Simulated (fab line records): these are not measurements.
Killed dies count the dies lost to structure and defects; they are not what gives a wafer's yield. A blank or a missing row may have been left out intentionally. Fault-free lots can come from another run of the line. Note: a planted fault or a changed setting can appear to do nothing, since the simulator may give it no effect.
Chamber matching || flow n5_finfet || N5_SDB_HM_DEP_00 on pecvd-03 has 3 sister chambers
The step deposits SiNx from SiH4/NH3/N2, target thk 40 nm, time 35.3 s. 3 wafers are shown with their chamber, then 10 later ones without.

== WAFERS WITH THEIR CHAMBER ==
{"wafer": "L082.6", "chamber": 1, "throttle_valve_pct (%)": 42.5}
{"wafer": "L086.3", "chamber": 2, "throttle_valve_pct (%)": 38.3}
{"wafer": "L086.4", "chamber": 0, "throttle_valve_pct (%)": 42.6}

== WAFERS WITH NO CHAMBER GIVEN ==
{"wafer": "L086.6", "throttle_valve_pct (%)": 38.4}
{"wafer": "L092.1", "throttle_valve_pct (%)": 38.7}
{"wafer": "L092.2", "throttle_valve_pct (%)": 42.5}
{"wafer": "L092.5", "throttle_valve_pct (%)": 38.6}
{"wafer": "L093.1", "throttle_valve_pct (%)": 42.8}
{"wafer": "L093.3", "throttle_valve_pct (%)": 38.7}
{"wafer": "L093.4", "throttle_valve_pct (%)": 38.4}
{"wafer": "L094.2", "throttle_valve_pct (%)": 42.9}
{"wafer": "L094.3", "throttle_valve_pct (%)": 38.3}
{"wafer": "L094.6", "throttle_valve_pct (%)": 38.7}

== THE CHAMBER EACH PASSED THROUGH ==
{"wafer": "L086.6", "from the rows above": 2, "in truth": 2}
{"wafer": "L092.1", "from the rows above": 2, "in truth": 2}
{"wafer": "L092.2", "from the rows above": "can't be placed: 1 or 0", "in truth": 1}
{"wafer": "L092.5", "from the rows above": 2, "in truth": 2}
{"wafer": "L093.1", "from the rows above": "can't be placed: 0 or 1", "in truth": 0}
{"wafer": "L093.3", "from the rows above": 2, "in truth": 2}
{"wafer": "L093.4", "from the rows above": 2, "in truth": 2}
{"wafer": "L094.2", "from the rows above": "can't be placed: 0 or 1", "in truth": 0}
{"wafer": "L094.3", "from the rows above": 2, "in truth": 2}
{"wafer": "L094.6", "from the rows above": 2, "in truth": 2}
Placed correctly: 7 of 10. Can't be placed from these rows: 3 (the true chamber is among the candidates in 3). 0 placed wrongly.
How it was worked out, from the rows above alone: a wafer's distance from a chamber is the root of the sum, over the readings, of the square of ((its reading less the chamber's mean) divided by the reading's scatter). The wafer belongs to the nearest chamber; if the next one is less than 2 further off, it can't be placed. The mean given for a chamber averages the wafers shown for that chamber. The scatter: root of mean squared gap, hidden wafer to nearest shown wafer, with one shown wafer a chamber.
